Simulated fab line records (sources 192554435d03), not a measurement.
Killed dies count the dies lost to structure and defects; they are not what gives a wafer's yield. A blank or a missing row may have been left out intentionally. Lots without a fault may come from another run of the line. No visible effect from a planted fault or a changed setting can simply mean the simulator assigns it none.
Matching of chambers ; flow n5Finfet ; cmp-01 running N5_BEOL_M4_CMP_52: 4 sister chambers
The step polishes, stops on SiOC, t overpolish 6.8 s, target thk 40 nm. 27 wafers are shown with their chamber, then 12 later ones without.

== WAFERS PAIRED WITH THEIR CHAMBERS ==
wafer;chamber;motorCurrentA (A);timeToEndpointS (s);barrierFieldEndpointS (s)
L075.2;1;6.4;66;25.8
L075.4;0;7.1;61;24.4
L075.6;0;7.3;63;24.7
L076.1;1;6.1;67;25.0
L076.2;3;6.0;62;24.1
L076.5;0;7.3;61;24.6
L077.1;2;6.3;62;24.5
L077.3;0;7.6;62;24.3
L077.5;2;5.7;63;24.7
L078.2;2;6.4;60;23.7
L078.4;3;6.1;62;24.4
L078.5;1;5.7;64;25.1
L081.3;3;5.9;65;25.0
L081.4;0;7.4;56;24.1
L081.5;2;6.3;60;24.9
L084.1;3;6.1;62;24.2
L084.3;0;7.7;62;24.5
L084.6;3;6.4;65;24.3
L089.1;1;5.8;69;25.3
L089.3;3;5.9;66;24.4
L089.4;0;7.7;62;24.3
L087.3;0;7.2;62;24.5
L087.5;2;6.2;61;24.6
L087.6;3;6.7;67;26.1
L090.2;0;7.1;60;24.4
L090.3;3;6.3;67;25.0
L090.4;1;6.1;68;25.4

SIGNATURES, as means of the wafers listed above
reading;chamber 0;chamber 1;chamber 2;chamber 3;scatter within a chamber
motorCurrentA;7.378;6.020;6.180;6.175;0.264
timeToEndpointS;61.00;66.80;61.20;64.50;1.97
barrierFieldEndpointS;24.422;25.320;24.480;24.688;0.446
Rule: for a wafer and a chamber, the distance is found by dividing, reading by reading, the gap between the wafer's reading and the chamber's mean by the reading's scatter, squaring, summing and taking the root. The wafer belongs to the nearest chamber; if the next one is less than 2 further off, it can't be placed. How the scatter is found: for the shown wafers, subtract from each reading the mean of its chamber, square and add these, divide the total by (wafers less chambers), then take the root.

== WAFERS WHOSE CHAMBER IS MISSING ==
wafer;motorCurrentA (A);timeToEndpointS (s);barrierFieldEndpointS (s)
L091.3;6.1;64;25.1
L091.5;6.4;60;24.1
L091.6;7.8;55;23.6
L092.2;5.9;67;25.7
L092.5;6.0;61;24.8
L092.6;6.2;63;24.9
L093.1;6.1;64;23.9
L093.4;6.2;72;24.8
L093.5;6.1;64;24.7
L096.1;6.0;68;25.7
L096.3;6.2;61;24.8
L096.5;7.4;63;25.7

== WHICH CHAMBER EACH ONE RAN IN ==
wafer;from the rows above;in truth
L091.3;can't be placed: 3 or 1 or 2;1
L091.5;can't be placed: 2 or 3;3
L091.6;0;0
L092.2;can't be placed: 1 or 3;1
L092.5;can't be placed: 2 or 3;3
L092.6;can't be placed: 3 or 2 or 1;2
L093.1;can't be placed: 3 or 2 or 1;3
L093.4;can't be placed: 1 or 3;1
L093.5;can't be placed: 3 or 2 or 1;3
L096.1;can't be placed: 1 or 3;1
L096.3;can't be placed: 2 or 3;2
L096.5;0;0
Placed correctly: 2 of 12. These rows do not allow placing 10 (true chamber among the candidates in 10). Wrongly placed: 0.
